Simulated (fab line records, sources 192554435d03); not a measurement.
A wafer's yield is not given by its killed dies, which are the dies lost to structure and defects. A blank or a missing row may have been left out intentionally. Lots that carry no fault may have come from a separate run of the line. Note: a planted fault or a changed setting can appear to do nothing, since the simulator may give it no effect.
Split-lot experiment | flow n5Finfet | 21 wafers read from 7 lots, route of 1938 steps

THE SPLIT ITSELF
At N5_BEOL_M2_TRENCH_ETCH_37 (etches SiOC in C4F6/O2, target depth 55.555 nm, time 29.2 s), the setting sourceW was moved away from the recipe's 355 W on 6 of the 21 wafers read, by -16.5% to +16.3%. All remaining wafers had this setting at the recipe value.

The split's own step is where the reading is taken.

THE READING
etch.depthNm (the simulator's own value, which no gauge read), in nm, at N5_BEOL_M2_TRENCH_ETCH_37 (etches SiOC in C4F6/O2, target depth 55.555 nm, time 29.2 s). The file gives no usual value for it. Average 55.04 nm, standard deviation 0.81 nm, over the 15 wafers here run with the recipe.

wafer  | tool, chamber at the split | sourceW as run, W | against the recipe | etch.depthNm, nm | against lot-mates on the recipe
L077.2 | rieDiel-03, 3              | 296.5             | -16.5%             | 50.13            | -4.84
L077.4 | rieDiel-03, 2              | 355               | recipe             | 55.81            | -
L077.6 | rieDiel-03, 0              | 355               | recipe             | 54.14            | -
L078.1 | rieDiel-03, 1              | 306.3             | -13.7%             | 51.15            | -3.47
L078.5 | rieDiel-03, 3,0            | 355               | recipe             | 54.62            | -
L078.6 | rieDiel-03, 3,0            | 355               | recipe             | 54.62            | -
L079.4 | rieDiel-03, 3              | 355               | recipe             | 55.03            | -
L079.5 | rieDiel-03, 3              | 355               | recipe             | 55.16            | -
L079.6 | rieDiel-03, 0              | 355               | recipe             | 55               | -
L082.1 | rieDiel-02, 0              | 355               | recipe             | 56.31            | -
L082.4 | rieDiel-02, 2              | 412.9             | +16.3%             | 57.85            | +2.67
L082.6 | rieDiel-02, 2              | 355               | recipe             | 54.05            | -
L084.3 | rieDiel-02, 2              | 355               | recipe             | 53.86            | -
L084.4 | rieDiel-02, 3              | 355               | recipe             | 55.37            | -
L084.5 | rieDiel-02, 3              | 383.2             | +7.9%              | 57.25            | +2.64
L086.2 | rieDiel-03, 3              | 355               | recipe             | 54.43            | -
L086.3 | rieDiel-03, 2              | 355               | recipe             | 56.92            | -
L086.4 | rieDiel-03, 0              | 355               | recipe             | 55.11            | -
L089.1 | rieDiel-04, 2              | 355               | recipe             | 55.22            | -
L089.3 | rieDiel-04, 0              | 326.1             | -8.1%              | 54.8             | -0.42
L089.5 | rieDiel-04, 1              | 326.1             | -8.1%              | 53.31            | -1.91
If several chambers appear in one row, that row covers several wafers at once and the file leaves open which wafer was in which chamber.

THE FIT
A straight line over all 21 wafers: etch.depthNm changes by +0.231 nm for each +1% of sourceW; r = +0.87; the points scatter about the line by 0.9 nm.
The same after taking each lot's own level away (the mean of its wafers on the recipe; 21 wafers): +0.229 nm for each +1%; r = +0.88; scatter 0.84 nm.
That fit puts the effect of the largest move of sourceW on the reading at 3.8 nm.
Across the lots, their own levels run from 54.615 to 55.487 nm, a range of 1.1 times the standard deviation given above.
The two slopes agree, so the slope changes little with the lot-to-lot level.
Check: for one of the wafers moved furthest among these (-16.5%), held out of the fit, the line's prediction against its lot-mates is -3.29 nm. It came out at -4.84 nm against them.

OTHER SPLITS APPLIED TO THESE WAFERS
These wafers also went through other splits before the reading. Each is held against what the fit with the lots' levels taken away leaves over:
other split on the same wafers   | wafers away from the commonest value | r with etch.depthNm (lot level and that fit taken away)
N5_BEOL_M0_SAQP_ALD_48 aldCycles | 10                                   | +0.32
N5_BEOL_M1_COAT_05 spinRpm       | 8                                    | -0.17
N5_BEOL_M1_ETCH_64 sourceW       | 6                                    | -0.03
N5_BEOL_M1_DEP_57 timeS          | 7                                    | +0.12
N5_BEOL_M2_COAT_73 spinRpm       | 8                                    | -0.08
N5_BEOL_M2_VIA_ETCH_34 sourceW   | 10                                   | +0.06

THE FILE'S OWN FIT
etch.depthNm changes by +0.236 nm for each +1% of sourceW, r = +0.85.
